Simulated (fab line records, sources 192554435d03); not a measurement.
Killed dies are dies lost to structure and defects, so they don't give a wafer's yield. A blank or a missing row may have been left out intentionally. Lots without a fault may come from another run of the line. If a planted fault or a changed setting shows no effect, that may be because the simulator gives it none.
Which tool was responsible? + flow n5-finfet + 24 lots, 72 wafers sampled, at 6 steps of a route of 1938

## WHAT EACH GAUGE READ, for each wafer
N5_BEOL_M1_INSPECT_59: inspects for defects (darkfield). Usual: raw-defect-count 77, standard deviation 26.
| lot  | measured     | on                | raw-defect-count | flag |
|------|--------------|-------------------|------------------|------|
| L074 | day 6 10:22  | defect-inspect-02 | 45 60 64         |      |
| L075 | day 6 13:28  | defect-inspect-01 | 45 88 103        |      |
| L076 | day 7 02:37  | defect-inspect-01 | 96 72 136        |      |
| L077 | day 7 06:33  | defect-inspect-02 | 46 44 81         |      |
| L078 | day 7 07:02  | defect-inspect-01 | 118 131 93       |      |
| L079 | day 7 14:08  | defect-inspect-01 | 105 116 120      |      |
| L080 | day 8 00:29  | defect-inspect-02 | 59 38 44         |      |
| L081 | day 8 06:01  | defect-inspect-02 | 97 94 133        |      |
| L082 | day 8 12:22  | defect-inspect-02 | 54 78 68         |      |
| L083 | day 8 17:04  | defect-inspect-01 | 69 87 88         |      |
| L084 | day 8 19:09  | defect-inspect-02 | 53 59 40         |      |
| L085 | day 9 00:13  | defect-inspect-01 | 55 80 56         |      |
| L086 | day 9 16:07  | defect-inspect-02 | 72 65 63         |      |
| L087 | day 9 20:37  | defect-inspect-01 | 95 92 67         |      |
| L088 | day 10 01:05 | defect-inspect-02 | 71 48 78         |      |
| L089 | day 10 19:08 | defect-inspect-01 | 85 72 60         |      |
| L090 | day 10 21:35 | defect-inspect-02 | 63 110 108       |      |
| L091 | day 10 22:58 | defect-inspect-02 | 66 44 33         |      |
| L093 | day 11 06:38 | defect-inspect-01 | 81 102 104       |      |
| L092 | day 11 09:50 | defect-inspect-01 | 75 135 97        |      |
| L094 | day 11 15:11 | defect-inspect-02 | 95 91 101        |      |
| L095 | day 11 17:40 | defect-inspect-01 | 93 96 83         |      |
| L096 | day 12 08:20 | defect-inspect-01 | 62 80 76         |      |
| L097 | day 12 07:47 | defect-inspect-01 | 89 88 72         |      |

## TOOL THAT RAN EACH LOT (tool first, then ch and the chambers of the sampled wafers, then the start)
| lot  | N5_BEOL_M1_ETCH_69                 | N5_BEOL_M1_DEGAS_44          | N5_BEOL_M1_SPUTTER_81        | N5_BEOL_M1_ANNEAL_93         | N5_BEOL_M1_PRE_CLEAN_60          |
|------|------------------------------------|------------------------------|------------------------------|------------------------------|----------------------------------|
| L074 | rie-diel-06 ch 0,1,2, day 6 03:25  | pvd-sputter-03, day 6 04:53  | pvd-sputter-01, day 6 07:47  | pvd-sputter-01, day 6 08:50  | cvd-co-01 ch 2, day 6 10:03      |
| L075 | rie-diel-06 ch 0,3, day 6 05:52    | pvd-sputter-03, day 6 09:43  | pvd-sputter-01, day 6 10:56  | pvd-sputter-01, day 6 11:58  | cvd-co-01 ch 0,2, day 6 13:10    |
| L076 | rie-diel-03 ch 1,2, day 6 18:36    | pvd-sputter-03, day 6 22:43  | pvd-sputter-03, day 7 00:13  | pvd-sputter-03, day 7 01:10  | cvd-co-02 ch 1,2, day 7 02:22    |
| L077 | rie-diel-06 ch 1,2,3, day 6 19:01  | pvd-sputter-03, day 7 02:01  | pvd-sputter-01, day 7 03:38  | pvd-sputter-01, day 7 04:35  | cvd-co-01 ch 1,2, day 7 06:15    |
| L078 | rie-diel-01 ch 0,2,3, day 6 23:39  | pvd-sputter-02, day 7 03:27  | pvd-sputter-03, day 7 04:35  | pvd-sputter-03, day 7 05:32  | cvd-co-01 ch 1,2, day 7 06:43    |
| L079 | rie-diel-06 ch 1,2,3, day 7 08:48  | pvd-sputter-03, day 7 10:35  | pvd-sputter-02, day 7 11:43  | pvd-sputter-02, day 7 12:41  | cvd-co-01 ch 0,2, day 7 13:52    |
| L080 | rie-diel-06 ch 1,2,3, day 7 19:54  | pvd-sputter-03, day 7 20:47  | pvd-sputter-03, day 7 21:54  | pvd-sputter-03, day 7 22:52  | cvd-co-02 ch 0,1,2, day 8 00:14  |
| L081 | rie-diel-03 ch 0,3, day 8 00:26    | pvd-sputter-02, day 8 02:04  | pvd-sputter-03, day 8 03:35  | pvd-sputter-03, day 8 04:32  | cvd-co-02 ch 0,2, day 8 05:44    |
| L082 | rie-diel-06 ch 0,2,3, day 8 03:43  | pvd-sputter-01, day 8 08:27  | pvd-sputter-02, day 8 09:59  | pvd-sputter-02, day 8 10:56  | cvd-co-01 ch 0,1,2, day 8 12:07  |
| L083 | rie-diel-03 ch 0,1,3, day 8 07:16  | pvd-sputter-01, day 8 13:40  | pvd-sputter-02, day 8 14:40  | pvd-sputter-02, day 8 15:38  | cvd-co-02 ch 0,1,2, day 8 16:49  |
| L084 | rie-diel-06 ch 1,3, day 8 13:13    | pvd-sputter-01, day 8 14:25  | pvd-sputter-02, day 8 16:31  | pvd-sputter-02, day 8 17:28  | cvd-co-02 ch 0,1, day 8 18:54    |
| L085 | rie-diel-01 ch 0,1,3, day 8 18:10  | pvd-sputter-01, day 8 20:50  | pvd-sputter-03, day 8 21:49  | pvd-sputter-03, day 8 22:47  | cvd-co-01 ch 0,1, day 8 23:58    |
| L086 | rie-diel-01 ch 0,1,2, day 9 05:25  | pvd-sputter-03, day 9 12:37  | pvd-sputter-01, day 9 13:43  | pvd-sputter-01, day 9 14:41  | cvd-co-01 ch 0,2, day 9 15:52    |
| L087 | rie-diel-06 ch 0,1,2, day 9 14:07  | pvd-sputter-03, day 9 16:44  | pvd-sputter-02, day 9 18:03  | pvd-sputter-02, day 9 19:01  | cvd-co-02 ch 0,2, day 9 20:22    |
| L088 | rie-diel-01 ch 0,1,3, day 9 18:02  | pvd-sputter-01, day 9 21:40  | pvd-sputter-03, day 9 22:39  | pvd-sputter-03, day 9 23:37  | cvd-co-02 ch 0,1,2, day 10 00:47 |
| L089 | rie-diel-03 ch 1,3, day 10 02:47   | pvd-sputter-02, day 10 15:10 | pvd-sputter-02, day 10 16:29 | pvd-sputter-02, day 10 17:26 | cvd-co-01 ch 0,1, day 10 18:53   |
| L090 | rie-diel-06 ch 0,1,3, day 10 03:59 | pvd-sputter-02, day 10 17:53 | pvd-sputter-01, day 10 18:59 | pvd-sputter-01, day 10 19:56 | cvd-co-01 ch 1,2, day 10 21:19   |
| L091 | rie-diel-06 ch 1,2,3, day 10 13:32 | pvd-sputter-03, day 10 19:17 | pvd-sputter-02, day 10 20:32 | pvd-sputter-02, day 10 21:30 | cvd-co-02 ch 0,1, day 10 22:41   |
| L093 | rie-diel-06 ch 0,2,3, day 10 22:12 | pvd-sputter-02, day 11 03:02 | pvd-sputter-03, day 11 04:14 | pvd-sputter-03, day 11 05:11 | cvd-co-02 ch 1,2, day 11 06:23   |
| L092 | rie-diel-03 ch 0,1,2, day 11 04:22 | pvd-sputter-01, day 11 06:09 | pvd-sputter-02, day 11 07:26 | pvd-sputter-02, day 11 08:24 | cvd-co-02 ch 0,1,2, day 11 09:35 |
| L094 | rie-diel-06 ch 2,3, day 11 08:29   | pvd-sputter-03, day 11 10:35 | pvd-sputter-02, day 11 12:07 | pvd-sputter-02, day 11 13:05 | cvd-co-01 ch 0,1, day 11 14:56   |
| L095 | rie-diel-03 ch 1,2,3, day 11 10:53 | pvd-sputter-01, day 11 14:14 | pvd-sputter-03, day 11 15:17 | pvd-sputter-03, day 11 16:14 | cvd-co-02 ch 0,1, day 11 17:26   |
| L096 | rie-diel-01 ch 0,2,3, day 11 20:37 | pvd-sputter-02, day 12 03:44 | pvd-sputter-01, day 12 05:18 | pvd-sputter-01, day 12 06:28 | cvd-co-02 ch 0,1,2, day 12 08:05 |
| L097 | rie-diel-01 ch 0,3, day 11 20:47   | pvd-sputter-01, day 12 03:47 | pvd-sputter-02, day 12 05:08 | pvd-sputter-02, day 12 06:05 | cvd-co-02 ch 1,2, day 12 07:32   |
- N5_BEOL_M1_ETCH_69: etches SiARC in CF4, target depth 15.6 nm, time 26 s.
- N5_BEOL_M1_DEGAS_44: time 60 s.
- N5_BEOL_M1_SPUTTER_81: material Cu, target thk 4.5 nm, time 8.29 s.
- N5_BEOL_M1_ANNEAL_93: time 240 s.
- N5_BEOL_M1_PRE_CLEAN_60: time 15 s.

## WHAT THE TOOLS THEMSELVES READ (means of the sampled wafers that have a number; where no wafer has one, the mark that the record gives instead)
N5_BEOL_M1_ETCH_69. Usual: drypump-motor-current-A 5.6 A, standard deviation 0.56; etch-rf-on-time-s 26.1 s, standard deviation 0.6; oes-product-au 0.67 a.u., standard deviation 0.07; rf-vpp-V 184.0 V, standard deviation 1.1; showerhead-plenum-p-Torr 2.14 Torr, standard deviation 0.064; throttle-valve-pct 15.59 %, standard deviation 0.27.
| lot  | tool        | drypump-motor-current-A (A) | etch-rf-on-time-s (s) | oes-product-au (a.u.) | rf-vpp-V (V) | showerhead-plenum-p-Torr (Torr) | throttle-valve-pct (%) | flag |
|------|-------------|-----------------------------|-----------------------|-----------------------|--------------|---------------------------------|------------------------|------|
| L074 | rie-diel-06 | 5.4                         | 26.0                  | 0.70                  | 183.2        | 2.10                            | 15.48                  |      |
| L075 | rie-diel-06 | 5.9                         | 26.3                  | 0.68                  | 184.8        | 2.18                            | 15.60                  |      |
| L076 | rie-diel-03 | 6.3                         | 26.6                  | 0.66                  | 184.0        | 2.14                            | 15.68                  |      |
| L077 | rie-diel-06 | 5.2                         | 25.8                  | 0.70                  | 184.2        | 2.16                            | 15.40                  |      |
| L078 | rie-diel-01 | 5.7                         | 25.4                  | 0.68                  | 183.8        | 2.13                            | 15.74                  |      |
| L079 | rie-diel-06 | 5.2                         | 26.1                  | 0.70                  | 183.4        | 2.15                            | 15.42                  |      |
| L080 | rie-diel-06 | 5.2                         | 26.0                  | 0.69                  | 184.1        | 2.15                            | 15.43                  |      |
| L081 | rie-diel-03 | 6.1                         | 26.5                  | 0.58                  | 184.6        | 2.19                            | 15.64                  |      |
| L082 | rie-diel-06 | 5.6                         | 26.2                  | 0.70                  | 184.4        | 2.13                            | 15.47                  |      |
| L083 | rie-diel-03 | 5.8                         | 26.5                  | 0.65                  | 185.5        | 2.19                            | 15.57                  |      |
| L084 | rie-diel-06 | 5.3                         | 26.2                  | 0.64                  | 183.9        | 2.16                            | 15.65                  |      |
| L085 | rie-diel-01 | 5.3                         | 26.1                  | 0.63                  | 184.1        | 2.13                            | 15.76                  |      |
| L086 | rie-diel-01 | 5.3                         | 25.5                  | 0.65                  | 183.7        | 2.18                            | 15.75                  |      |
| L087 | rie-diel-06 | 5.4                         | 26.2                  | 0.67                  | 183.5        | 2.09                            | 15.53                  |      |
| L088 | rie-diel-01 | 5.3                         | 26.2                  | 0.63                  | 183.6        | 2.13                            | 15.77                  |      |
| L089 | rie-diel-03 | 5.6                         | 26.5                  | 0.70                  | 184.5        | 2.18                            | 15.50                  |      |
| L090 | rie-diel-06 | 5.6                         | 26.7                  | 0.63                  | 184.6        | 2.14                            | 15.70                  |      |
| L091 | rie-diel-06 | 5.2                         | 26.3                  | 0.67                  | 184.3        | 2.15                            | 15.47                  |      |
| L093 | rie-diel-06 | 5.6                         | 26.3                  | 0.68                  | 183.8        | 2.12                            | 15.50                  |      |
| L092 | rie-diel-03 | 6.3                         | 25.9                  | 0.79                  | 184.4        | 2.15                            | 15.30                  |      |
| L094 | rie-diel-06 | 5.2                         | 25.8                  | 0.72                  | 183.8        | 2.14                            | 15.28                  |      |
| L095 | rie-diel-03 | 5.9                         | 26.1                  | 0.71                  | 184.0        | 2.16                            | 15.57                  |      |
| L096 | rie-diel-01 | 5.7                         | 25.6                  | 0.64                  | 184.0        | 2.12                            | 15.80                  |      |
| L097 | rie-diel-01 | 5.4                         | 25.9                  | 0.63                  | 183.4        | 2.10                            | 15.89                  |      |

N5_BEOL_M1_DEGAS_44. Usual: heater-power-w 327 W, standard deviation 34.
| lot  | tool           | heater-power-w (W) | flag |
|------|----------------|--------------------|------|
| L074 | pvd-sputter-03 | 344                |      |
| L075 | pvd-sputter-03 | 347                |      |
| L076 | pvd-sputter-03 | 362                |      |
| L077 | pvd-sputter-03 | 346                |      |
| L078 | pvd-sputter-02 | 371                |      |
| L079 | pvd-sputter-03 | 341                |      |
| L080 | pvd-sputter-03 | 365                |      |
| L081 | pvd-sputter-02 | 343                |      |
| L082 | pvd-sputter-01 | 300                |      |
| L083 | pvd-sputter-01 | 301                |      |
| L084 | pvd-sputter-01 | 326                |      |
| L085 | pvd-sputter-01 | 328                |      |
| L086 | pvd-sputter-03 | 342                |      |
| L087 | pvd-sputter-03 | 335                |      |
| L088 | pvd-sputter-01 | 324                |      |
| L089 | pvd-sputter-02 | 323                |      |
| L090 | pvd-sputter-02 | 348                |      |
| L091 | pvd-sputter-03 | 327                |      |
| L093 | pvd-sputter-02 | 344                |      |
| L092 | pvd-sputter-01 | 299                |      |
| L094 | pvd-sputter-03 | 319                |      |
| L095 | pvd-sputter-01 | 329                |      |
| L096 | pvd-sputter-02 | 328                |      |
| L097 | pvd-sputter-01 | 281                |      |

N5_BEOL_M1_SPUTTER_81. Usual: throttle-valve-pct 30.1 %, standard deviation 0.73.
| lot  | tool           | throttle-valve-pct (%) | flag |
|------|----------------|------------------------|------|
| L074 | pvd-sputter-01 | 31.0                   |      |
| L075 | pvd-sputter-01 | 30.4                   |      |
| L076 | pvd-sputter-03 | 29.8                   |      |
| L077 | pvd-sputter-01 | 29.8                   |      |
| L078 | pvd-sputter-03 | 30.0                   |      |
| L079 | pvd-sputter-02 | 30.7                   |      |
| L080 | pvd-sputter-03 | 29.6                   |      |
| L081 | pvd-sputter-03 | 30.2                   |      |
| L082 | pvd-sputter-02 | 30.1                   |      |
| L083 | pvd-sputter-02 | 30.5                   |      |
| L084 | pvd-sputter-02 | 30.2                   |      |
| L085 | pvd-sputter-03 | 30.0                   |      |
| L086 | pvd-sputter-01 | 30.3                   |      |
| L087 | pvd-sputter-02 | 30.5                   |      |
| L088 | pvd-sputter-03 | 29.9                   |      |
| L089 | pvd-sputter-02 | 30.0                   |      |
| L090 | pvd-sputter-01 | 30.8                   |      |
| L091 | pvd-sputter-02 | 30.3                   |      |
| L093 | pvd-sputter-03 | 29.4                   |      |
| L092 | pvd-sputter-02 | 30.4                   |      |
| L094 | pvd-sputter-02 | 30.1                   |      |
| L095 | pvd-sputter-03 | 30.2                   |      |
| L096 | pvd-sputter-01 | 30.7                   |      |
| L097 | pvd-sputter-02 | 29.9                   |      |

N5_BEOL_M1_ANNEAL_93. Usual: heater-power-w 824 W, standard deviation 84.
| lot  | tool           | heater-power-w (W) | flag |
|------|----------------|--------------------|------|
| L074 | pvd-sputter-01 | 756                |      |
| L075 | pvd-sputter-01 | 762                |      |
| L076 | pvd-sputter-03 | 816                |      |
| L077 | pvd-sputter-01 | 813                |      |
| L078 | pvd-sputter-03 | 826                |      |
| L079 | pvd-sputter-02 | 849                |      |
| L080 | pvd-sputter-03 | 834                |      |
| L081 | pvd-sputter-03 | 771                |      |
| L082 | pvd-sputter-02 | 862                |      |
| L083 | pvd-sputter-02 | 866                |      |
| L084 | pvd-sputter-02 | 867                |      |
| L085 | pvd-sputter-03 | 818                |      |
| L086 | pvd-sputter-01 | 801                |      |
| L087 | pvd-sputter-02 | 859                |      |
| L088 | pvd-sputter-03 | 804                |      |
| L089 | pvd-sputter-02 | 873                |      |
| L090 | pvd-sputter-01 | 749                |      |
| L091 | pvd-sputter-02 | 803                |      |
| L093 | pvd-sputter-03 | 868                |      |
| L092 | pvd-sputter-02 | 855                |      |
| L094 | pvd-sputter-02 | 913                |      |
| L095 | pvd-sputter-03 | 795                |      |
| L096 | pvd-sputter-01 | 744                |      |
| L097 | pvd-sputter-02 | 850                |      |

N5_BEOL_M1_PRE_CLEAN_60. Usual: heater-power-w 86 W, standard deviation 10.
| lot  | tool      | heater-power-w (W) | flag |
|------|-----------|--------------------|------|
| L074 | cvd-co-01 | 90                 |      |
| L075 | cvd-co-01 | 87                 |      |
| L076 | cvd-co-02 | 94                 |      |
| L077 | cvd-co-01 | 87                 |      |
| L078 | cvd-co-01 | 85                 |      |
| L079 | cvd-co-01 | 89                 |      |
| L080 | cvd-co-02 | 84                 |      |
| L081 | cvd-co-02 | 88                 |      |
| L082 | cvd-co-01 | 88                 |      |
| L083 | cvd-co-02 | 85                 |      |
| L084 | cvd-co-02 | 77                 |      |
| L085 | cvd-co-01 | 86                 |      |
| L086 | cvd-co-01 | 89                 |      |
| L087 | cvd-co-02 | 81                 |      |
| L088 | cvd-co-02 | 83                 |      |
| L089 | cvd-co-01 | 85                 |      |
| L090 | cvd-co-01 | 86                 |      |
| L091 | cvd-co-02 | 74                 |      |
| L093 | cvd-co-02 | 87                 |      |
| L092 | cvd-co-02 | 84                 |      |
| L094 | cvd-co-01 | 86                 |      |
| L095 | cvd-co-02 | 74                 |      |
| L096 | cvd-co-02 | 84                 |      |
| L097 | cvd-co-02 | 94                 |      |

## THE ANSWER, worked out from the rows above alone
Rule: a lot is off if the mean of its wafers that have a number lies more than 3 standard deviations from the usual mean. Also off: a lot with no number at a reading for which 4 or more lots have one. All remaining lots with rows at the step are treated as sound. After the gauges, taken in route order, come the tools' own readings; for these a lot's mean is taken, as printed above. At the first step where some lot is off, the reading lying furthest off is the one used; lots without a number count as furthest.
No lot is off at any reading shown: from this, nothing can be told.

## WHAT THE SIMULATOR PUT IN
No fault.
